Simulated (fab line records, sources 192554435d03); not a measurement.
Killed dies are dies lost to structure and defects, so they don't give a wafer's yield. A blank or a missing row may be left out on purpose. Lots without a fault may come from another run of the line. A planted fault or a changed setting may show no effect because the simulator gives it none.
Chamber matching | flow n5_finfet | N5_SD_EPI_N_ETCH_16 on rie_diel-05: 4 sister chambers
The step etches SiO2 in CHF3/O2, target depth 5 nm. 14 wafers are shown with their chamber, then 7 later ones without.

WAFERS WITH THEIR CHAMBER
wafer  | chamber | drypump_motor_current_A (A) | rf_vpp_V (V) | showerhead_plenum_p_Torr (Torr)
L076.2 | 2       | 6.3                         | 485          | 2.56
L076.4 | 1       | 5.2                         | 539          | 2.49
L076.6 | 3       | 5.6                         | 482          | 2.26
L078.1 | 2       | 6.4                         | 487          | 2.56
L078.4 | 3       | 5.6                         | 481          | 2.26
L078.6 | 3       | 5.6                         | 480          | 2.26
L081.1 | 1       | 5.2                         | 539          | 2.49
L081.5 | 0       | 6.1                         | 534          | 2.49
L081.6 | 1       | 5.2                         | 536          | 2.49
L083.1 | 3       | 5.6                         | 480          | 2.25
L083.2 | 1       | 5.2                         | 539          | 2.48
L083.5 | 1       | 5.2                         | 540          | 2.48
L087.1 | 3       | 5.6                         | 479          | 2.25
L087.2 | 2       | 6.3                         | 485          | 2.55

SIGNATURES (means of the wafers above)
reading                  | chamber 0 | chamber 1 | chamber 2 | chamber 3 | scatter within a chamber
drypump_motor_current_A  | 6.100     | 5.200     | 6.333     | 5.600     | 0.0258
rf_vpp_V                 | 534.00    | 538.60    | 485.67    | 480.40    | 1.31
showerhead_plenum_p_Torr | 2.4900    | 2.4860    | 2.5567    | 2.2560    | 0.00554
Rule: a wafer's distance from a chamber is the root of the sum, over the readings, of the square of ((its reading less the chamber's mean) divided by the reading's scatter). The wafer belongs to the nearest chamber; if the next one is less than 2 further off, it can't be placed. The scatter: the root of (the sum of the squares of (reading less its chamber's mean) over the shown wafers, divided by (wafers less chambers)).

WAFERS WITHOUT THEIR CHAMBER
wafer  | drypump_motor_current_A (A) | rf_vpp_V (V) | showerhead_plenum_p_Torr (Torr)
L087.3 | 6.1                         | 537          | 2.48
L092.1 | 6.1                         | 536          | 2.48
L092.2 | 5.6                         | 489          | 2.54
L092.3 | 5.2                         | 538          | 2.48
L097.1 | 6.3                         | 486          | 2.54
L097.3 | 5.6                         | 488          | 2.53
L097.6 | 5.6                         | 488          | 2.53

WHICH CHAMBER EACH WENT THROUGH
wafer  | from the rows above | in truth
L087.3 | 0                   | 0
L092.1 | 0                   | 0
L092.2 | 2                   | 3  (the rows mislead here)
L092.3 | 1                   | 1
L097.1 | 2                   | 2
L097.3 | 2                   | 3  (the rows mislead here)
L097.6 | 2                   | 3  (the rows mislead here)
Placed correctly: 4 of 7. Can't be placed from these rows: 0. Placed wrongly: 3.
